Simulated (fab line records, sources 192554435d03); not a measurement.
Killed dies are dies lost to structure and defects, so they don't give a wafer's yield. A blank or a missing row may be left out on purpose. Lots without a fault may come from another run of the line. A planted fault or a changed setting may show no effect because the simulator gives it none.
fab line records | flow n5_finfet
record lots=7 wafers=21
route steps=1938 shown SD_ACTIVATION@331 SDB@348 HKMG_FIN@392 GATE_CUT@500 MOL_CONTACT_COAG@531
start_h: hours from the record's first day to the start of the lot's first wafer shown | wait_h: hours since the lot's step before | " the same as in the row above | L1.1+2: a row that stands for several wafers | - no value, or no start given | * or withheld: withheld | < > ~ a bound
route shown NAME@n: a module of which the file shows steps, and the number in the route of the first | usual: mean/standard deviation of fault-free wafers | same: alike in all rows | chamber/n: place in a boat | sites: the reading at each site | _std_site: their standard deviation | _edge_site: outer sites' mean less inner sites' | radius_mm: how far each site lies from the wafer's centre | mask NAME#n: copy n | behind: the tool/chamber that last shaped the wafer | hold: why the lot was held/for how many hours/how that ended | device: the transistor (n, p or np) that didn't switch | end of line: the same wafers' tests at the end of the route | a step without rows: its recipe alone | killed: dies lost to structure and defects at the first sort, not the wafer's yield | map: a wafer's dies, x killed, . not, _ none there
set.NAME: the setting as run; set.NAME@STEP: as run at that earlier step | model.NAME: the simulator's own value behind a step, which no gauge read
lots whose settings were changed on purpose; a table a step, a row a wafer
## steps
# step N5_SD_ACTIVATION_LSA_01
# recipe temp_c=1080 time_s=0.0008 ambient=N2
# usual wafer_temp_C_max=1085.7/1.1
# columns lot.wafer tool chamber start_h wait_h set.temp_c wafer_temp_C_max
L074.1 laser_anneal-01 0 55.77 0.2 1070 1076.2
L074.5 " 0 " " 1080 1086.4
L074.6 " 0 " " 1080 1086.4
L076.4 laser_anneal-01 0 72.09 0.2 1080 1086.0
L076.5 " 0 " " 1062 1067.3
L076.6 " 0 " " 1062 1066.4
L081.3 laser_anneal-02 0 101.28 0.2 1048 1053.0
L081.5 " 0 " " 1048 1055.8
L081.6 " 0 " " 1080 1083.5
L086.1 laser_anneal-01 0 137.81 0.2 1080 1087.1
L086.3 " 0 " " 1080 1085.3
L086.6 " 0 " " 1080 1088.6
L089.1 laser_anneal-01 0 150.52 0.2 1080 1083.8
L089.2 " 0 " " 1080 1086.5
L089.4 " 0 " " 1080 1085.6
L090.1 laser_anneal-02 0 162.83 0.2 1080 1088.4
L090.3 " 0 " " 1080 1084.4
L090.5 " 0 " " 1080 1085.8
L091.2 laser_anneal-01 0 168.38 0.2 1070 1074.8
L091.4 " 0 " " 1070 1077.0
L091.5 " 0 " " 1070 1075.1
# step N5_SD_ACTIVATION_RS_MEAS_03
# recipe thk_meas_gauge=four-point-probe
# usual RS_SD_N=22.0/0.31 RS_SD_P=56.5/0.82
# columns lot.wafer tool chamber start_h wait_h set.temp_c@SD_EPI_P_EPI_21 set.temp_c@SD_ACTIVATION_LSA_01 RS_SD_N[ohm/sq] RS_SD_P[ohm/sq]
L074.1 film_metro-01 - 55.98 0.2 547.7 1070 23.2 58.6
L074.5 " - " " 550 1080 22.6 54.9
L074.6 " - " " 550 1080 21.8 55.0
L076.4 film_metro-02 - 72.26 0.1 550 1080 21.7 55.7
L076.5 " - " " 550 1062 23.9 56.0
L076.6 " - " " 550 1062 24.1 56.5
L081.3 film_metro-01 - 101.46 0.2 548.9 1048 25.4 58.9
L081.5 " - " " 548.9 1048 25.1 58.7
L081.6 " - " " 548.9 1080 22.1 58.2
L086.1 film_metro-02 - 138.01 0.2 552.7 1080 21.9 51.2
L086.3 " - " " 552.7 1080 22.1 50.9
L086.6 " - " " 550 1080 22.0 54.9
L089.1 film_metro-01 - 150.73 0.2 550 1080 22.0 55.9
L089.2 " - " " 550 1080 22.6 57.1
L089.4 " - " " 550 1080 22.0 56.8
L090.1 film_metro-01 - 163.04 0.2 550 1080 21.9 55.8
L090.3 " - " " 550 1080 21.6 57.2
L090.5 " - " " 553.8 1080 21.9 50.7
L091.2 film_metro-02 - 168.57 0.2 550 1070 23.4 58.3
L091.4 " - " " 550 1070 23.3 56.7
L091.5 " - " " 548.1 1070 23.2 60.2
# step N5_SDB_COAT_03
# recipe resist=SOC temp_c=250 time_s=60 spin_rpm=1500 resist_thk_nm=100
# columns lot.wafer tool chamber start_h wait_h set.spin_rpm model.SOC_of_SDB_COAT_03.thk_nm
L074.1+5 litho_track-04 0 62.68 0.1 1500 99.8
L074.6 " 0 " " 1500 100
L076.4 litho_track-05 0 78.92 0.0 1500 99.8
L076.5 " 0 " " 1500 100
L076.6 " 0 " " 1500 100.2
L081.3 litho_track-05 0 108.49 0.1 1500 100
L081.5 " 0 " " 1606 96.4
L081.6 " 0 " " 1606 96.6
L086.1+3 litho_track-04 0 144.95 0.1 1500 100.4
L086.6 " 0 " " 1500 100.2
L089.1 litho_track-03 0 157.56 0.1 1500 100.2
L089.2 " 0 " " 1500 99.8
L089.4 " 0 " " 1500 99.4
L090.1 litho_track-04 0 170.18 0.1 1500 100.6
L090.3 " 0 " " 1500 100.4
L090.5 " 0 " " 1545 98.8
L091.2 litho_track-05 0 177.46 0.1 1444 101.6
L091.4 " 0 " " 1444 102
L091.5 " 0 " " 1500 99.8
# step N5_SDB_COAT_05
# recipe resist=CAR-ArF spin_rpm=1500 resist_thk_nm=90
# columns lot.wafer tool chamber start_h wait_h set.spin_rpm model.CAR-ArF_of_SDB_COAT_05.thk_nm
L074.1+5 litho_track-04 0 - - 1500 89.8
L074.6 " 0 " " 1500 90
L076.4 litho_track-05 0 - - 1500 89.6
L076.5 " 0 " " 1500 90.2
L076.6 " 0 " " 1500 89.8
L081.3 litho_track-05 0 - - 1500 89.8
L081.5 " 0 " " 1500 90
L081.6 " 0 " " 1553 88.2
L086.1 litho_track-04 0 - - 1500 90
L086.3 " 0 " " 1500 89.8
L086.6 " 0 " " 1405 92.8
L089.1+4 litho_track-03 0 - - 1500 89.8
L089.2 " 0 " " 1500 90
L090.1+3+5 litho_track-04 0 - - 1500 90.2
L091.2 litho_track-05 0 - - 1500 89.6
L091.4+5 " 0 " " 1500 89.8
# step N5_SDB_EBR_07
# recipe solvent=PGMEA ebr_width_mm=1.5
# step N5_SDB_SOFTBAKE_06
# recipe temp_c=110 time_s=60 resist=CAR-ArF
# step N5_SDB_EXPOSE_08
# recipe mask_id=SDB na=1.35 source_shape=conventional sigma_outer=0.5 polarization=unpolarized dose_mj=49.6
# step N5_SDB_PEB_09
# recipe peb_temp_c=withheld peb_time_s=60 resist=CAR-ArF
# step N5_SDB_DEVELOP_10
# recipe develop_time_s=30 developer=TMAH resist=CAR-ArF rinse_liquid=diw dry=air_spin dev_temp_c=23
# columns lot.wafer tool chamber start_h wait_h set.spin_rpm@SDB_COAT_05 model.CAR-ArF_of_SDB_COAT_05.thk_nm
L074.1+5+6 litho_track-04 0 - - 1500 88.2
L076.4 litho_track-04 0 - - 1500 88
L076.5 " 0 " " 1500 88.4
L076.6 " 0 " " 1500 88.2
L081.3 litho_track-03 0 - - 1500 88
L081.5 " 0 " " 1500 88.2
L081.6 " 0 " " 1553 86.6
L086.1 litho_track-04 0 - - 1500 88.4
L086.3 " 0 " " 1500 88
L086.6 " 0 " " 1405 91
L089.1 litho_track-03 0 - - 1500 88
L089.2+4 " 0 " " 1500 88.2
L090.1+3+5 litho_track-03 0 - - 1500 88.6
L091.2 litho_track-05 0 - - 1500 87.8
L091.4+5 " 0 " " 1500 88
# step N5_SDB_DESCUM_16
# recipe chemistry=O2 time_s=7.9 source_power_w=50 bias_power_w=20 pressure_mtorr=20 rf_frequency_hz=2.712e+07 temp_c=40 resist=CAR-ArF o2_flow_sccm=225
# columns lot.wafer tool chamber start_h wait_h set.spin_rpm@SDB_COAT_05 model.CAR-ArF_of_SDB_COAT_05.thk_nm
L074.1+5+6 rie_diel-03 2,2,1 63.13 0.0 1500 83.4
L076.4 rie_diel-03 0 80.31 1.1 1500 83.2
L076.5 " 2 " " 1500 83.6
L076.6 " 1 " " 1500 83.4
L081.3 rie_diel-03 1 108.94 0.0 1500 83.2
L081.5 " 0 " " 1500 83.4
L081.6 " 3 " " 1553 81.8
L086.1 rie_diel-01 2 145.65 0.3 1500 83.4
L086.3 " 3 " " 1500 83.2
L086.6 " 3 " " 1405 86.2
L089.1 rie_diel-04 3 158.04 0.1 1500 83.2
L089.2+4 " 2,1 " " 1500 83.4
L090.1+3 rie_diel-01 0,1 170.82 0.3 1500 83.8
L090.5 " 2 " " 1500 83.6
L091.2 rie_diel-03 1 178.26 0.5 1500 83
L091.4+5 " 0,3 " " 1500 83.2
# step N5_SDB_ETCH_17
# recipe chemistry=CF4 target=SiARC target_depth_a=234 mask_material=CAR-ArF time_s=39 ion_energy_ev=80 pressure_mtorr=40 source_w=545 bias_w=36 Ar_flow_sccm=100 cf4_flow_sccm=100 ends=cleared
# step N5_SDB_ETCH_18
# recipe chemistry=N2/H2 target=SOC target_depth_a=1000 overetch_a=200 mask_material=SiARC temp_c=40 time_s=150 ion_energy_ev=200 pressure_mtorr=30 source_w=840 bias_w=150 n2_flow_sccm=200 h2_flow_sccm=200
# columns lot.wafer tool chamber start_h wait_h set.spin_rpm@SDB_COAT_03 model.etch.depth_nm
L074.1 rie_diel-03 2 63.20 0.0 1500 99.78
L074.5 " 2 " " 1500 99.71
L074.6 " 1 " " 1500 99.94
L076.4 rie_diel-03 0 80.38 0.0 1500 99.82
L076.5 " 2 " " 1500 100
L076.6 " 1 " " 1500 100.1
L081.3 rie_diel-03 1 109.01 0.0 1500 100
L081.5 " 0 " " 1606 96.49
L081.6 " 3 " " 1606 96.54
L086.1+3 rie_diel-01 2,3 145.72 0.0 1500 100.3
L086.6 " 3 " " 1500 100.1
L089.1 rie_diel-04 3 158.11 0.0 1500 100.1
L089.2 " 2 " " 1500 99.84
L089.4 " 1 " " 1500 99.33
L090.1 rie_diel-01 0 170.89 0.0 1500 100.5
L090.3 " 1 " " 1500 100.4
L090.5 " 2 " " 1545 98.87
L091.2 rie_diel-03 1 178.33 0.0 1444 101.6
L091.4 " 0 " " 1444 101.9
L091.5 " 3 " " 1500 99.86
# step N5_SDB_STRIP_19
# recipe chemistry=N2/H2 temp_c=40 n2_flow_sccm=200 h2_flow_sccm=200 rf_frequency_hz=6e+07
# step N5_SDB_STRIP_21
# recipe chemistry=CF4 resist=SiARC power_w=300 bias_power_w=75 pressure_mtorr=50 cf4_flow_sccm=150 rf_frequency_hz=6e+07
# step N5_SDB_HM_OPEN_20
# recipe chemistry=CH3F/O2 target=SiNx mask_material=SOC target_depth_a=240 stop_on=poly-Si over_etch_frac=0.4 ion_energy_ev=120 pressure_mtorr=30 source_w=395 bias_w=73 Ar_flow_sccm=150 CH3F_flow_sccm=30 O2_flow_sccm=20
# columns lot.wafer tool chamber start_h wait_h set.spin_rpm@SDB_COAT_03 model.SOC_of_SDB_COAT_03.thk_nm
L074.1+5 rie_diel-03 2 63.36 0.0 1500 84.4
L074.6 " 1 " " 1500 84.2
L076.4 rie_diel-03 0 80.54 0.0 1500 84.2
L076.5 " 2 " " 1500 84.4
L076.6 " 1 " " 1500 84
L081.3 rie_diel-03 1 109.17 0.0 1500 84.2
L081.5 " 0 " " 1606 80.6
L081.6 " 3 " " 1606 80.8
L086.1 rie_diel-01 2 145.88 0.0 1500 84.4
L086.3 " 3 " " 1500 84.2
L086.6 " 3 " " 1500 84
L089.1 rie_diel-04 3 158.27 0.0 1500 84.4
L089.2 " 2 " " 1500 83.8
L089.4 " 1 " " 1500 83.4
L090.1+3 rie_diel-01 0,1 171.05 0.0 1500 84.4
L090.5 " 2 " " 1545 83
L091.2 rie_diel-03 1 178.49 0.0 1444 85.8
L091.4 " 0 " " 1444 86.2
L091.5 " 3 " " 1500 84
# step N5_SDB_STRIP_22
# recipe chemistry=N2/H2 power_w=1000 temp_c=250 h2_frac=0.65 overash_fraction=0.3 pressure_mtorr=withheld n2_flow_sccm=1750 h2_flow_sccm=3250
# usual strip_time_to_endpoint_s=96.29/0.28
# columns lot.wafer tool chamber start_h wait_h set.spin_rpm@SDB_COAT_03 strip_time_to_endpoint_s
L074.1 plasma_asher-02 1 63.44 0.1 1500 96.59
L074.5 " 0 " " 1500 96.52
L074.6 " 1 " " 1500 96.33
L076.4 plasma_asher-02 0 80.66 0.1 1500 96.34
L076.5 " 0 " " 1500 96.67
L076.6 " 1 " " 1500 96.25
L081.3 plasma_asher-02 1 109.29 0.1 1500 96.40
L081.5 " 0 " " 1606 93.11
L081.6 " 1 " " 1606 93.17
L086.1 plasma_asher-02 1 145.96 0.1 1500 96.65
L086.3 " 0 " " 1500 96.37
L086.6 " 1 " " 1500 96.17
L089.1 plasma_asher-01 0 158.36 0.1 1500 96.57
L089.2 " 1 " " 1500 96.08
L089.4 " 1 " " 1500 95.69
L090.1 plasma_asher-02 0 171.13 0.1 1500 96.62
L090.3 " 0 " " 1500 96.55
L090.5 " 1 " " 1545 95.22
L091.2 plasma_asher-02 1 178.59 0.1 1444 97.86
L091.4 " 1 " " 1444 98.31
L091.5 " 0 " " 1500 96.24
# step N5_HKMG_FIN_COAT_43
# recipe resist=CAR-ArF spin_rpm=1500 resist_thk_nm=90
# columns lot.wafer tool chamber start_h wait_h set.spin_rpm model.CAR-ArF_of_HKMG_FIN_COAT_43.thk_nm
L074.1+6 litho_track-01 0 - - 1500 89.8
L074.5 " 0 " " 1500 89.6
L076.4+6 litho_track-02 0 - - 1500 90.2
L076.5 " 0 " " 1500 89.8
L081.3 litho_track-01 0 - - 1500 89.6
L081.5 " 0 " " 1364 94
L081.6 " 0 " " 1500 89.8
L086.1 litho_track-02 0 - - 1444 91.8
L086.3 " 0 " " 1500 90
L086.6 " 0 " " 1444 91.6
L089.1+2+4 litho_track-02 0 - - 1500 89.8
L090.1+5 litho_track-02 0 - - 1500 90
L090.3 " 0 " " 1500 90.2
L091.2 litho_track-01 0 - - 1663 85.6
L091.4 " 0 " " 1500 90.2
L091.5 " 0 " " 1500 90.4
# step N5_HKMG_FIN_DEVELOP_48
# recipe develop_time_s=30 developer=TMAH resist=CAR-ArF rinse_liquid=diw dry=air_spin dev_temp_c=23
# columns lot.wafer tool chamber start_h wait_h set.develop_time_s set.spin_rpm@HKMG_FIN_COAT_43 model.CAR-ArF_of_HKMG_FIN_COAT_43.thk_nm
L074.1+6 litho_track-05 0 - - 32.21 1500 88
L074.5 " 0 " " 30 1500 88
L076.4 litho_track-02 0 - - 30 1500 88.4
L076.5 " 0 " " 36.13 1500 88
L076.6 " 0 " " 30 1500 88.6
L081.3 litho_track-01 0 - - 30 1500 87.8
L081.5 " 0 " " 30 1364 92.4
L081.6 " 0 " " 30 1500 88
L086.1 litho_track-02 0 - - 30 1444 90.2
L086.3 " 0 " " 30 1500 88.4
L086.6 " 0 " " 27.34 1444 90
L089.1+4 litho_track-02 0 - - 30 1500 88.2
L089.2 " 0 " " 30 1500 88
L090.1 litho_track-05 0 - - 23.48 1500 88.4
L090.3+5 " 0 " " 30 1500 88.4
L091.2 litho_track-02 0 - - 36.13 1663 83.8
L091.4 " 0 " " 36.13 1500 88.4
L091.5 " 0 " " 30 1500 88.6
# step N5_HKMG_FIN_DESCUM_53
# recipe chemistry=O2 time_s=7.9 source_power_w=50 bias_power_w=20 pressure_mtorr=20 rf_frequency_hz=2.712e+07 temp_c=40 resist=CAR-ArF o2_flow_sccm=225
# step N5_HKMG_FIN_ETCH_54
# recipe chemistry=CF4 target=SiARC target_depth_a=455 mask_material=CAR-ArF time_s=75.8 ion_energy_ev=80 pressure_mtorr=40 source_w=545 bias_w=36 Ar_flow_sccm=100 cf4_flow_sccm=100 ends=cleared
# columns lot.wafer tool chamber start_h wait_h set.develop_time_s@HKMG_FIN_DEVELOP_48 model.HKMG_FIN.cd_offset_nm
L074.1 rie_diel-03 3 70.69 0.0 32.21 1.2
L074.5 " 2 " " 30 1
L074.6 " 3 " " 32.21 0.6
L076.4 rie_diel-01 2 86.32 0.0 30 -0.6
L076.5 " 3 " " 36.13 0.4
L076.6 " 1 " " 30 -1.2
L081.3+5+6 rie_diel-03 1,1,2 114.66 0.0 30 0.4
L086.1+3 rie_diel-04 0,1 151.64 0.0 30 -0.8
L086.6 " 0 " " 27.34 -1.4
L089.1 rie_diel-04 0 163.69 0.0 30 0
L089.2+4 " 3,1 " " 30 -0.2
L090.1 rie_diel-03 2 177.52 0.0 23.48 -2
L090.3 " 0 " " 30 0
L090.5 " 0 " " 30 -0.6
L091.2 rie_diel-03 3 187.61 0.0 36.13 1.2
L091.4 " 0 " " 36.13 0.8
L091.5 " 2 " " 30 0.2
# step N5_HKMG_FIN_ETCH_55
# recipe chemistry=N2/H2 target=SOC target_depth_a=2400 temp_c=40 time_s=300 ion_energy_ev=200 mask_material=SiARC pressure_mtorr=30 source_w=840 bias_w=150 n2_flow_sccm=200 h2_flow_sccm=200
# columns lot.wafer tool chamber start_h wait_h set.develop_time_s@HKMG_FIN_DEVELOP_48 model.HKMG_FIN.cd_offset_nm
L074.1 rie_diel-03 3 70.74 0.0 32.21 0.8
L074.5 " 2 " " 30 1
L074.6 " 3 " " 32.21 0.4
L076.4 rie_diel-01 2 86.44 0.1 30 -0.4
L076.5 " 3 " " 36.13 0.8
L076.6 " 1 " " 30 -1
L081.3+6 rie_diel-03 1,2 114.71 0.0 30 0.2
L081.5 " 1 " " 30 0.4
L086.1+3 rie_diel-04 0,1 151.70 0.0 30 -0.6
L086.6 " 0 " " 27.34 -1.2
L089.1+2 rie_diel-04 0,3 163.74 0.0 30 0
L089.4 " 1 " " 30 0.2
L090.1 rie_diel-03 2 177.57 0.0 23.48 -2
L090.3 " 0 " " 30 -0.4
L090.5 " 0 " " 30 -1
L091.2 rie_diel-03 3 187.66 0.0 36.13 1
L091.4 " 0 " " 36.13 0.8
L091.5 " 2 " " 30 0
# step N5_GATE_CUT_CUT_ETCH_53
# recipe chemistry=SF6/Cl2 target=W mask_material=SiO2 target_depth_a=792 pressure_mtorr=8 icp_w=900 bias_w=80 SF6_flow_sccm=40 Cl2_flow_sccm=60 ends=cleared
# usual etch_rf_on_time_s=26.2/0.35
# columns lot.wafer tool chamber start_h wait_h set.icp_w etch_rf_on_time_s
L074.1 rie_metal-03 0 83.55 0.1 900 26.1
L074.5 " 1 " " 900 26.6
L074.6 " 0 " " 829.8 28.1
L076.4 rie_metal-03 1 100.72 0.1 900 26.3
L076.5 " 1 " " 900 26.3
L076.6 " 0 " " 900 26.0
L081.3 rie_metal-03 0 141.04 0.1 847.2 27.6
L081.5 " 0 " " 847.2 27.4
L081.6 " 1 " " 900 25.9
L086.1 rie_metal-02 0 163.78 0.1 900 26.7
L086.3 " 0 " " 1036 23.6
L086.6 " 1 " " 1036 23.0
L089.1 rie_metal-02 1 176.20 0.1 900 26.1
L089.2 " 0 " " 900 27.1
L089.4 " 0 " " 900 26.9
L090.1 rie_metal-01 0 192.76 0.1 900 25.9
L090.3 " 1 " " 900 26.2
L090.5 " 0 " " 900 26.0
L091.2 rie_metal-02 0 200.46 0.1 900 26.5
L091.4 " 1 " " 900 26.1
L091.5 " 0 " " 900 26.6
# step N5_GATE_CUT_ALD_22
# recipe material=SiNx target_thk_a=160 temp_c=400 ald_precursor_family=SiH2I2 ald_co_reactant=N2/H2-plasma pulse_time_s=1 ald_cycles=320 purge_time_s=2 co_reactant_purge_time_s=2 pressure_torr=2
# columns lot.wafer tool chamber start_h wait_h set.ald_cycles model.SiNx_of_GATE_CUT_ALD_22.thk_nm
L074.1 ald_sin-03 2 84.00 0.0 320 16.2
L074.5+6 " 2,1 " " 320 16
L076.4+5 ald_sin-03 2 101.18 0.1 272 13.6
L076.6 " 3 " " 320 16
L081.3 ald_sin-03 0 141.46 0.0 347 17.4
L081.5+6 " 0,1 " " 320 16
L086.1+3 ald_sin-04 0,3 164.23 0.0 320 16
L086.6 " 1 " " 320 16.2
L089.1+2+4 ald_sin-01 1,2,0 178.62 2.0 320 16
L090.1+5 ald_sin-04 1,0 193.29 0.1 274 13.8
L090.3 " 3 " " 320 16.2
L091.2+4+5 ald_sin-03 2,1,1 200.91 0.0 320 16
# step N5_MOL_CONTACT_COAG_ETCH_105
# recipe chemistry=CF4 target=SiARC target_depth_a=156 mask_material=CAR-EUV time_s=26 ion_energy_ev=80 pressure_mtorr=40 source_w=545 bias_w=36 Ar_flow_sccm=100 cf4_flow_sccm=100 ends=cleared
# usual rf_vpp_V=184.3/1
# columns lot.wafer tool chamber start_h wait_h set.bias_w rf_vpp_V
L074.1 rie_diel-03 1 87.00 0.0 36 184.9
L074.5 " 2 " " 36 183.0
L074.6 " 3 " " 38.8 192.8
L076.4 rie_diel-04 2 104.17 0.0 36 185.2
L076.5 " 3 " " 36 185.4
L076.6 " 2 " " 39.12 193.4
L081.3 rie_diel-01 1 144.46 0.0 36 183.7
L081.5 " 1 " " 36 183.3
L081.6 " 2 " " 36 183.2
L086.1 rie_diel-03 2 167.84 0.0 36 183.7
L086.3 " 3 " " 36 183.7
L086.6 " 3 " " 36 183.9
L089.1 rie_diel-03 2 181.62 0.0 36 184.3
L089.2 " 3 " " 36 183.0
L089.4 " 0 " " 36 184.2
L090.1 rie_diel-04 1 196.73 0.0 31.11 169.5
L090.3 " 3 " " 31.11 167.0
L090.5 " 3 " " 36 182.6
L091.2 rie_diel-01 2 204.09 0.0 41.11 200.4
L091.4 " 1 " " 41.11 200.2
L091.5 " 2 " " 41.11 200.4
# step N5_MOL_CONTACT_COAG_VIA_ETCH_117
# recipe chemistry=C4F6/O2 target_depth_a=400 overetch_a=80 mask_material=SOC target=SiO2 bias_w=455 pressure_mtorr=10 time_s=26 source_w=325 Ar_flow_sccm=300 C4F6_flow_sccm=10 O2_flow_sccm=10 ion_energy_ev=575.3 ends=end_point
# usual rf_vpp_V=1588/16
# columns lot.wafer tool chamber start_h wait_h set.bias_w rf_vpp_V
L074.1 rie_diel-01 3 99.76 0.0 455 1580
L074.5 " 1 " " 455 1586
L074.6 " 2 " " 455 1594
L076.4 rie_diel-01 1 116.58 0.0 455 1587
L076.5 " 0 " " 455 1621
L076.6 " 3 " " 422.8 1496
L081.3 rie_diel-01 1 156.19 0.0 503.1 1709
L081.5 " 0 " " 455 1620
L081.6 " 3 " " 503.1 1702
L086.1 rie_diel-03 3 182.30 0.0 455 1604
L086.3 " 2 " " 513.5 1731
L086.6 " 2 " " 513.5 1730
L089.1 rie_diel-03 0 195.19 0.0 455 1568
L089.2 " 3 " " 455 1603
L089.4 " 0 " " 455 1571
L090.1 rie_diel-03 2 210.10 0.0 405.1 1449
L090.3 " 1 " " 455 1591
L090.5 " 3 " " 405.1 1468
L091.2 rie_diel-03 1 217.05 0.0 455 1591
L091.4 " 0 " " 455 1570
L091.5 " 2 " " 455 1583
## key
split step=N5_SD_ACTIVATION_LSA_01 setting=temp_c stated=1080 by=wafer
response step=N5_SD_ACTIVATION_LSA_01 reading=wafer_temp_C_max change=* per=1% r=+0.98
response step=N5_SD_ACTIVATION_RS_MEAS_03 reading=RS_SD_N change=-1.12 per=1% r=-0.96
split step=N5_SDB_COAT_03 setting=spin_rpm stated=1500 by=wafer
response step=N5_SDB_COAT_03 reading=model.SOC_of_SDB_COAT_03.thk_nm change=-0.512 per=1% r=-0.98
response step=N5_SDB_ETCH_18 reading=model.etch.depth_nm change=-0.505 per=1% r=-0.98
response step=N5_SDB_HM_OPEN_20 reading=model.SOC_of_SDB_COAT_03.thk_nm change=-0.499 per=1% r=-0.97
response step=N5_SDB_STRIP_22 reading=strip_time_to_endpoint_s change=* per=1% r=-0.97
split step=N5_SDB_COAT_05 setting=spin_rpm stated=1500 by=wafer
response step=N5_SDB_COAT_05 reading=model.CAR-ArF_of_SDB_COAT_05.thk_nm change=-0.463 per=1% r=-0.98
response step=N5_SDB_DEVELOP_10 reading=model.CAR-ArF_of_SDB_COAT_05.thk_nm change=-0.438 per=1% r=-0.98
response step=N5_SDB_DESCUM_16 reading=model.CAR-ArF_of_SDB_COAT_05.thk_nm change=-0.45 per=1% r=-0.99
split step=N5_HKMG_FIN_COAT_43 setting=spin_rpm stated=1500 by=wafer
response step=N5_HKMG_FIN_COAT_43 reading=model.CAR-ArF_of_HKMG_FIN_COAT_43.thk_nm change=-0.45 per=1% r=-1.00
response step=N5_HKMG_FIN_DEVELOP_48 reading=model.CAR-ArF_of_HKMG_FIN_COAT_43.thk_nm change=-0.458 per=1% r=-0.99
split step=N5_HKMG_FIN_DEVELOP_48 setting=develop_time_s stated=30 by=wafer
response step=N5_HKMG_FIN_ETCH_54 reading=model.HKMG_FIN.cd_offset_nm change=+0.0586 per=1% r=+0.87
response step=N5_HKMG_FIN_ETCH_55 reading=model.HKMG_FIN.cd_offset_nm change=+0.0553 per=1% r=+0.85
split step=N5_GATE_CUT_CUT_ETCH_53 setting=icp_w stated=900 by=wafer
response step=N5_GATE_CUT_CUT_ETCH_53 reading=etch_rf_on_time_s change=* per=1% r=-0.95
split step=N5_GATE_CUT_ALD_22 setting=ald_cycles stated=320 by=wafer
response step=N5_GATE_CUT_ALD_22 reading=model.SiNx_of_GATE_CUT_ALD_22.thk_nm change=+0.164 per=1% r=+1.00
split step=N5_MOL_CONTACT_COAG_ETCH_105 setting=bias_w stated=36 by=wafer
response step=N5_MOL_CONTACT_COAG_ETCH_105 reading=rf_vpp_V change=+1.04 per=1% r=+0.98
split step=N5_MOL_CONTACT_COAG_VIA_ETCH_117 setting=bias_w stated=455 by=wafer
response step=N5_MOL_CONTACT_COAG_VIA_ETCH_117 reading=rf_vpp_V change=+10.6 per=1% r=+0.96
split outside_this_file step=N5_SD_EPI_P_EPI_21 setting=temp_c
# split outside_this_file: this setting was split too, and the file shows its column; the key of that split is in another file
